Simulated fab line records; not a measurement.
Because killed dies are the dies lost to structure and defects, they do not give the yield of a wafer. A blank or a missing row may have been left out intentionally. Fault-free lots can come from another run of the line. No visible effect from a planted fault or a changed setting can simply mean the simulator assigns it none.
Lot-split experiment | flow n5_finfet | 39 wafers read from 7 lots, route of 1938 steps

== THE SPLIT ==
At N5_BEOL_M13_ILD_DEP_00 (deposits SiOC from DEMS/O2, target thk 837.92 nm, time 166.4 s), the setting target_thk_a was moved away from the recipe's 8379.2 angstrom on 18 of the 39 wafers read, by -46.6% to +49.7%. This setting was run at the recipe's value on the other wafers.

Between the split and the reading, the file records no step.

== THE READING ==
At N5_BEOL_M13_THK_MEAS_01: M13_ILD_THK, given in nm. A value of 838 nm with a standard deviation of 13 nm is what fault-free wafers of this fab line usually give.

wafer  | tool, chamber at the split | target_thk_a as run, angstrom | against the recipe | M13_ILD_THK, nm | against lot-mates on the recipe
L080.1 | pecvd-02, 1                | 9739                          | +16.2%             | 950             | +125
L080.2 | pecvd-02, 0                | 9739                          | +16.2%             | 959             | +134
L080.3 | pecvd-02, 2                | 8379.2                        | recipe             | 813             | -
L080.4 | pecvd-02, 0                | 8379.2                        | recipe             | 843             | -
L080.5 | pecvd-02, 2                | 9739                          | +16.2%             | 964             | +139
L080.6 | pecvd-02, 1                | 8379.2                        | recipe             | 818             | -
L081.1 | pecvd-02, 2                | 8379.2                        | recipe             | 845             | -
L081.2 | pecvd-02, 1                | 12540                         | +49.7%             | 1238            | +390
L081.3 | pecvd-02, 0                | 8379.2                        | recipe             | 836             | -
L081.4 | pecvd-02, 0                | 8379.2                        | recipe             | 862             | -
L081.5 | pecvd-02, 2                | 12540                         | +49.7%             | 1265            | +417
L081.6 | pecvd-02, 1                | 12540                         | +49.7%             | 1257            | +409
L082.1 | pecvd-04, 2                | 11370                         | +35.7%             | 1124            | +282
L082.2 | pecvd-04, 1                | 8379.2                        | recipe             | 836             | -
L082.3 | pecvd-04, 0                | 11370                         | +35.7%             | 1132            | +290
L082.4 | pecvd-04, 0                | 8379.2                        | recipe             | 850             | -
L082.5 | pecvd-04, 1                | 11370                         | +35.7%             | 1142            | +300
L082.6 | pecvd-04, 2                | 8379.2                        | recipe             | 840             | -
L083.1 | pecvd-02, 0                | 8379.2                        | recipe             | 840             | -
L083.2 | pecvd-02, 1                | 8379.2                        | recipe             | 823             | -
L083.3 | pecvd-02, 1                | 5196                          | -38.0%             | 500             | -332
L083.4 | pecvd-02, 0                | 5196                          | -38.0%             | 526             | -306
L083.5 | pecvd-02, 0                | 5196                          | -38.0%             | 523             | -309
L083.6 | pecvd-02, 1                | 8379.2                        | recipe             | 833             | -
L086.1 | pecvd-02, 2                | 8379.2                        | recipe             | 832             | -
L086.2 | pecvd-02, 0                | 11630                         | +38.8%             | 1155            | +316
L086.3 | pecvd-02, 1                | 11630                         | +38.8%             | 1132            | +293
L086.4 | pecvd-02, 0                | 8379.2                        | recipe             | 836             | -
L086.5 | pecvd-02, 2                | 8379.2                        | recipe             | 848             | -
L086.6 | pecvd-02, 1                | 11630                         | +38.8%             | 1154            | +315
L085.1 | pecvd-03, 0                | 8379.2                        | recipe             | 826             | -
L085.5 | pecvd-03, 0                | 8379.2                        | recipe             | 841             | -
L085.6 | pecvd-03, 1                | 8379.2                        | recipe             | 855             | -
L089.1 | pecvd-04, 1                | 8379.2                        | recipe             | 830             | -
L089.2 | pecvd-04, 2                | 4476                          | -46.6%             | 446             | -398
L089.3 | pecvd-04, 0                | 8379.2                        | recipe             | 845             | -
L089.4 | pecvd-04, 0                | 8379.2                        | recipe             | 858             | -
L089.5 | pecvd-04, 2                | 4476                          | -46.6%             | 454             | -390
L089.6 | pecvd-04, 1                | 4476                          | -46.6%             | 446             | -398

FIT RESULTS
A straight line over all 39 wafers: M13_ILD_THK changes by +8.28 nm for each +1% of target_thk_a; r = +1.00; the points scatter about the line by 12 nm.
The same after taking each lot's own level away (the mean of its wafers on the recipe; 39 wafers): +8.25 nm for each +1%; r = +1.00; scatter 11 nm.
According to that fit, moving target_thk_a by its largest amount changes the reading by 4.1e+02 nm.
The span of the lots' own levels, 824.7 to 847.7 nm, comes to 1.8 times the standard deviation stated above.
The two slopes agree, so the slope changes little with the lot-to-lot level.
Check: +409 nm against its lot-mates is what the line predicts for one of the wafers moved furthest among these (+49.7%) when that wafer is left out of the fit. Against them it came out at +390 nm.

== THE WHOLE CHAIN: every reading that the file lists as answering this split, in the file's order ==
step                    | what it does                                                   | reading                                                                             | change (the file's fit)                                                                       | r (the file's)
N5_BEOL_M13_ILD_DEP_00  | deposits SiOC from DEMS/O2, target thk 837.92 nm, time 166.4 s | SiOC_of_BEOL_M13_ILD_DEP_00.thk_nm (the simulator's own value, which no gauge read) | +8.22 nm for each +1% of the setting                                                          | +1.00
N5_BEOL_M13_THK_MEAS_01 |                                                                | M13_ILD_THK                                                                         | +8.23 for each +1% of the setting                                                             | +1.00
N5_BEOL_M13_VIA_ETCH_16 | etches SiOC in C4F8/O2/Ar, target depth 921.7 nm               | etch.depth_nm (the simulator's own value, which no gauge read)                      | +8.22 nm for each +1% of the setting                                                          | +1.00
N5_BEOL_M13_VIA_ETCH_16 | etches SiOC in C4F8/O2/Ar, target depth 921.7 nm               | BARC_of_BEOL_M13_COAT_58.thk_nm (the simulator's own value, which no gauge read)    | not straight: 89 at the lowest setting, 89.07 at the recipe, 37.93 at the highest             | not given
N5_BEOL_M13_VIA_ETCH_16 | etches SiOC in C4F8/O2/Ar, target depth 921.7 nm               | coat_of_BEOL_M13_COAT_04.thk_nm (the simulator's own value, which no gauge read)    | -1.96 nm for each +1% of the setting                                                          | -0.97
N5_BEOL_M13_STRIP_63    | strips in N2/H2                                                | oes_product_au                                                                      | not straight: 0.731 at the lowest setting, 0.675 at the recipe, 0.234 at the highest          | not given
N5_BEOL_M13_STRIP_63    | strips in N2/H2                                                | strip_time_to_endpoint_s                                                            | not straight: withheld at the lowest setting, withheld at the recipe, withheld at the highest | not given
N5_BEOL_M13_STRIP_64    | strips in N2/H2                                                | oes_product_au                                                                      | not straight: 0.717 at the lowest setting, 0.714 at the recipe, 0.647 at the highest          | not given

== FILE'S OWN FIT ==
M13_ILD_THK changes by +8.23 nm for each +1% of target_thk_a, r = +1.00.
